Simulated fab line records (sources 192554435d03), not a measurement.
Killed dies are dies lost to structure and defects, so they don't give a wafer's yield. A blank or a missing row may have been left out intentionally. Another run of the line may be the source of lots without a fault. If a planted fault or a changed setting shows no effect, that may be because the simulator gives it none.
Which tool is to blame? ; flow n5-finfet ; 36 wafers sampled from 12 lots at 1 step of a route of 1938

WHAT THE GAUGES SHOWED, per wafer
N5_GATE_CUT_CD_MEAS_13 targets a cd of 20 nm.
lot;measured;on;cd-nm (nm)
L075;day 4 17:02;cd-sem-01;19.36 19.76 19.90
L077;day 5 04:56;cd-sem-03;19.71 19.98 20.03
L079;day 5 17:34;cd-sem-03;20.24 20.03 19.95
L081;day 6 07:18;cd-sem-01;20.00 20.46 19.92
L083;day 6 19:59;cd-sem-01;20.26 20.04 20.25
L085;day 7 07:37;cd-sem-03;20.33 20.48 20.31
L087;day 7 18:44;cd-sem-03;20.17 20.31 20.44
L089;day 8 05:26;cd-sem-02;20.04 20.26 20.15
L091;day 8 17:00;cd-sem-01;20.03 19.41 20.05
L093;day 9 06:20;cd-sem-02;20.30 20.05 19.79
L095;day 9 21:25;cd-sem-02;20.07 20.56 19.90
L097;day 10 11:10;cd-sem-03;19.57 19.70 19.71

WHAT TOOL EACH LOT RAN ON (gives the tool, then ch and the chambers of the sampled wafers, and finally the start)
No process step before these readings appears in the record.

THE ANSWER, worked out from the rows above alone
Rule: usual is defined by the lots themselves. The widest of any qualifying gaps counts: lots, ordered by their means at a reading, are off when they make up no more than a third of the lots, leave a main group of 4 or more, and stand apart from it by 3 or more times the standard deviation of that group's means. Not used: any main group whose means are identical at the precision the tables above print for the reading. A lot without any number at a reading at which 4 lots or more have one is off too. All remaining lots with rows at the step are treated as sound.
No lot is off at any reading shown: from this, nothing can be told.

WHAT THE SIMULATOR HAD INSERTED
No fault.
